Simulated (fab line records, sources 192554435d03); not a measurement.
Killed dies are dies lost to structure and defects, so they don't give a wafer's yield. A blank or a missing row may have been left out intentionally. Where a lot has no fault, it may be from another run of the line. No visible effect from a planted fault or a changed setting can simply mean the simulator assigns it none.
Which of the tools did it?	flow n5_finfet	11 lots with 33 wafers sampled at 5 steps, on a route of 1938 steps

== WHAT THE GAUGES READ, wafer by wafer ==
The record holds no reading of a measuring or inspecting step that can be judged against a usual standard deviation.

== WHAT TOOL EACH LOT RAN ON (gives the tool, then ch and the chambers of the sampled wafers, and finally the start) ==
lot	N5_BEOL_M4_SPUTTER_94	N5_BEOL_M4_ANNEAL_51	N5_BEOL_M4_CO_CAP_55	N5_BEOL_M5_ETCH_72	N5_PASSIVATION_PROBE_49
L946	pvd_sputter-01, day 8 06:10	rtp_anneal-02 ch 0, day 8 06:35	cvd_co-01 ch 1,2, day 8 07:15	rie_diel-03 ch 0,3, day 8 11:20	prober-02, day 13 01:53
L952	pvd_sputter-01, day 9 20:08	rtp_anneal-02 ch 0, day 9 20:32	cvd_co-02 ch 0,2, day 9 21:13	rie_diel-04 ch 0,3, day 10 01:18	-
L951	pvd_sputter-02, day 10 00:19	rtp_anneal-01 ch 0, day 10 00:47	cvd_co-02 ch 0,1, day 10 01:25	rie_diel-03 ch 1,2,3, day 10 04:39	-
L953	pvd_sputter-01, day 10 02:52	rtp_anneal-01 ch 0, day 10 03:18	cvd_co-02 ch 0,1, day 10 03:59	rie_diel-05 ch 0,2, day 10 08:12	-
L955	pvd_sputter-03, day 10 09:51	rtp_anneal-02 ch 0, day 10 17:27	cvd_co-01 ch 0,1, day 10 18:08	rie_diel-03 ch 0,2,3, day 10 23:57	prober-02, day 15 01:05
L957	pvd_sputter-03, day 11 05:40	rtp_anneal-02 ch 0, day 11 06:04	cvd_co-01 ch 0,1,2, day 11 06:44	rie_diel-03 ch 0,1,3, day 11 09:57	-
L958	pvd_sputter-03, day 11 12:13	rtp_anneal-01 ch 0, day 11 12:41	cvd_co-02 ch 0,1, day 11 13:19	rie_diel-03 ch 1,2,3, day 11 17:50	prober-02, day 15 23:14
L966	pvd_sputter-01, day 13 05:30	rtp_anneal-01 ch 0, day 13 05:58	cvd_co-02 ch 0,1, day 13 06:35	rie_diel-05 ch 1,2,3, day 13 10:04	-
L965	pvd_sputter-03, day 13 15:45	rtp_anneal-02 ch 0, day 13 16:13	cvd_co-02 ch 0,1, day 13 16:50	rie_diel-04 ch 0,2, day 13 19:48	-
L964	pvd_sputter-02, day 14 03:57	rtp_anneal-02 ch 0, day 14 04:22	cvd_co-02 ch 0,1,2, day 14 05:05	rie_diel-05 ch 0,1,2, day 14 07:55	-
L967	pvd_sputter-03, day 14 09:31	rtp_anneal-01 ch 0, day 14 09:58	cvd_co-02 ch 0,1, day 14 10:35	rie_diel-04 ch 2,3, day 14 13:54	-
- N5_BEOL_M4_SPUTTER_94: material Cu, target thk 4.5 nm, time 8.29 s.
- N5_BEOL_M4_ANNEAL_51: time 90 s.
- N5_BEOL_M4_CO_CAP_55: material Co, precursor CCTBA/H2, target thk 2 nm, time 102.1 s.
- N5_BEOL_M5_ETCH_72: etches underlayer in N2/H2, target depth 6.5 nm, time 5.2 s.
- N5_PASSIVATION_PROBE_49

== AS READ BY THE TOOLS THEMSELVES (means over the sampled wafers that have a number; for cases with no such wafer, the mark the record gives instead) ==
N5_BEOL_M4_SPUTTER_94.
lot	tool	throttle_valve_pct (%)
L946	pvd_sputter-01	31.4
L952	pvd_sputter-01	31.2
L951	pvd_sputter-02	29.2
L953	pvd_sputter-01	30.8
L955	pvd_sputter-03	31.1
L957	pvd_sputter-03	30.4
L958	pvd_sputter-03	30.2
L966	pvd_sputter-01	30.7
L965	pvd_sputter-03	31.4
L964	pvd_sputter-02	29.3
L967	pvd_sputter-03	30.1

N5_BEOL_M4_ANNEAL_51.
lot	tool	wafer_temp_C_max
L946	rtp_anneal-02	225.5
L952	rtp_anneal-02	225.5
L951	rtp_anneal-01	226.7
L953	rtp_anneal-01	226.4
L955	rtp_anneal-02	225.6
L957	rtp_anneal-02	225.4
L958	rtp_anneal-01	226.7
L966	rtp_anneal-01	226.7
L965	rtp_anneal-02	225.7
L964	rtp_anneal-02	225.5
L967	rtp_anneal-01	226.9

N5_BEOL_M4_CO_CAP_55.
lot	tool	heater_power_w (W)
L946	cvd_co-01	254
L952	cvd_co-02	240
L951	cvd_co-02	234
L953	cvd_co-02	224
L955	cvd_co-01	249
L957	cvd_co-01	234
L958	cvd_co-02	229
L966	cvd_co-02	235
L965	cvd_co-02	236
L964	cvd_co-02	236
L967	cvd_co-02	239

N5_BEOL_M5_ETCH_72.
lot	tool	drypump_motor_current_A (A)	etch_rf_on_time_s (s)	oes_product_au (a.u.)	rf_fwd_power_W (W)	rf_vpp_V (V)	showerhead_plenum_p_Torr (Torr)	throttle_valve_pct (%)
L946	rie_diel-03	5.6	5.05	0.68	816.9	524.6	2.59	18.01
L952	rie_diel-04	5.4	5.20	0.59	821.9	523.4	2.50	17.96
L951	rie_diel-03	5.3	5.15	0.70	821.0	525.3	2.58	17.77
L953	rie_diel-05	5.4	5.31	0.61	821.9	524.7	2.55	17.80
L955	rie_diel-03	5.4	5.15	0.72	820.8	523.7	2.56	17.80
L957	rie_diel-03	5.4	6.40	0.59	617.6	573.1	2.54	17.94
L958	rie_diel-03	5.3	6.48	0.61	616.7	575.8	2.58	17.77
L966	rie_diel-05	5.6	5.38	0.59	821.8	522.7	2.52	18.02
L965	rie_diel-04	6.4	5.10	0.74	816.4	526.6	2.65	17.76
L964	rie_diel-05	5.6	5.38	0.58	818.3	525.6	2.55	17.95
L967	rie_diel-04	5.5	5.09	0.79	822.3	523.9	2.55	17.53

N5_PASSIVATION_PROBE_49.
lot	tool	defect_limited_yield (%)	killed_at_M0_to_M3	killed_at_M4_up	killed_at_contacts	killed_at_front_end	killed_at_other	killed_dies	killed_open	killed_short	sort_bin_5_function (%)	sort_bin_6_memory (%)	sort_n_pass	sort_yield_pct (%)
L946	prober-02	91.8	32	9	17	34	4.3	96	64	31	4.9	2.9	1084	91.8
L955	prober-02	90.5	48	12	8	40	3.3	112	77	35	5.5	3.8	1068	90.5
L958	prober-02	92.3	22	11	28	27	3.0	91	57	34	4.6	3.0	1089	92.3

== THE ANSWER, worked out from the rows above alone ==
Rule: what is usual is taken from the lots themselves. Put in order of their means at a reading, lots are off if they are a third of the lots or fewer, leave a main group of 4 or more, and stand apart from it by a gap of 3 or more times the standard deviation of the main group's means; of several such gaps the widest counts. Not used: any main group whose means are identical at the precision the tables above print for the reading. Also off: a lot with no number at a reading for which 4 or more lots have one. Any other lot the step has rows for is counted as sound. First the gauges in route order, then the tools' own readings, where a lot's mean is used as printed above. At the first step where some lot is off, the reading lying furthest off is the one used; lots without a number count as furthest.
Off: L957, L958, at N5_BEOL_M5_ETCH_72 (rf_fwd_power_W). Main group: mean 820.1 W, sd 2.2.
A tool fits if, at that step or a process step before it, it ran every lot that is off, and no sound lot after the first of them. One candidate fits, namely rie_diel-03 at N5_BEOL_M5_ETCH_72. A fault onset in the window from L955 (day 10 23:57, its last sound lot) to L957 (day 11 09:57, its first lot off) fits.
The tool's own readings at N5_BEOL_M5_ETCH_72 bear it out: on the lots that are off they differ by more than 5 times the standard deviation of the sound lots' means. etch_rf_on_time_s reads 6.44 s there against 5.20 s on the sound lots; rf_fwd_power_W reads 617.2 W there against 820.1 W on the sound lots; rf_vpp_V reads 574.5 V there against 524.5 V on the sound lots.

== WHAT HAD BEEN PUT IN BY THE SIMULATOR ==
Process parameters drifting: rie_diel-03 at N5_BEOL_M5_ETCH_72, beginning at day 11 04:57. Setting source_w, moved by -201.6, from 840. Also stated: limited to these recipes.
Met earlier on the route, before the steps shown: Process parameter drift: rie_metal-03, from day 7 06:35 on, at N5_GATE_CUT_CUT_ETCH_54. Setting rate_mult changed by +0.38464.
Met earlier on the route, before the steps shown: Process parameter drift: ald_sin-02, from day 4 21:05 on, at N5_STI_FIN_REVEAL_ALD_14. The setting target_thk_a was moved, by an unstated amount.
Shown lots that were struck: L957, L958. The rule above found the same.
